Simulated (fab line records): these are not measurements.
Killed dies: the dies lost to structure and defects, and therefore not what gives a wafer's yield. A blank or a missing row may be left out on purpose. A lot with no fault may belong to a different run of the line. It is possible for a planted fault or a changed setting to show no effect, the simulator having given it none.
Chamber matching	flow n5-finfet	N5_FIN_SAQP_DESCUM_21 on rie-diel-04 has 4 sister chambers
The step chemistry O2, time 7.9 s. 18 wafers are shown with their chamber, then 9 later ones without.

== WAFERS, EACH WITH ITS CHAMBER ==
wafer	chamber	showerhead-plenum-p-Torr (Torr)	throttle-valve-pct (%)	drypump-motor-current-A (A)
L076.1	1	2.15	20.50	5.8
L076.2	3	2.18	20.31	5.6
L076.6	2	2.14	20.72	4.8
L077.3	1	2.15	20.48	5.8
L077.4	3	2.18	20.32	5.6
L077.5	2	2.14	20.72	4.7
L078.1	2	2.14	20.73	4.8
L078.2	3	2.18	20.31	5.7
L078.4	1	2.15	20.50	5.8
L080.1	3	2.18	20.33	5.7
L080.2	1	2.15	20.50	5.8
L080.6	1	2.15	20.48	5.8
L081.1	0	2.00	20.44	5.6
L081.4	1	2.14	20.50	5.8
L081.6	1	2.14	20.50	5.8
L086.1	0	2.00	20.43	5.5
L086.3	1	2.14	20.53	5.8
L086.5	1	2.14	20.51	5.8

SIGNATURES (averages over the wafers above)
reading	chamber 0	chamber 1	chamber 2	chamber 3	scatter within a chamber
showerhead-plenum-p-Torr	2.0000	2.1456	2.1400	2.1800	0.00398
throttle-valve-pct	20.4350	20.5000	20.7233	20.3175	0.0125
drypump-motor-current-A	5.550	5.800	4.767	5.650	0.0393
Rule: a wafer's distance from a chamber is the root of the sum, over the readings, of the square of ((its reading less the chamber's mean) divided by the reading's scatter). If the next closest chamber is less than 2 further off than the closest, the wafer can't be placed; otherwise it belongs to the closest. The scatter is the square root of a quotient: the sum, over the shown wafers, of each reading's squared deviation from its chamber's mean, divided by wafers minus chambers.

== WAFERS WITHOUT THEIR CHAMBER ==
wafer	showerhead-plenum-p-Torr (Torr)	throttle-valve-pct (%)	drypump-motor-current-A (A)
L087.3	2.00	20.46	5.5
L087.4	2.18	20.34	5.7
L087.6	2.00	20.46	5.5
L088.1	2.18	20.34	5.6
L088.3	2.14	20.52	5.8
L088.4	2.14	20.53	5.8
L089.1	2.00	20.47	5.6
L089.2	2.17	20.34	5.7
L089.6	2.14	20.53	5.8

== WHICH CHAMBER EACH WENT THROUGH ==
wafer	from the rows above	in truth
L087.3	0	0
L087.4	3	3
L087.6	0	0
L088.1	3	3
L088.3	1	1
L088.4	1	1
L089.1	0	0
L089.2	3	3
L089.6	1	1
Correctly placed: 9 of 9. Not placeable from these rows: 0. Wrongly placed: 0.
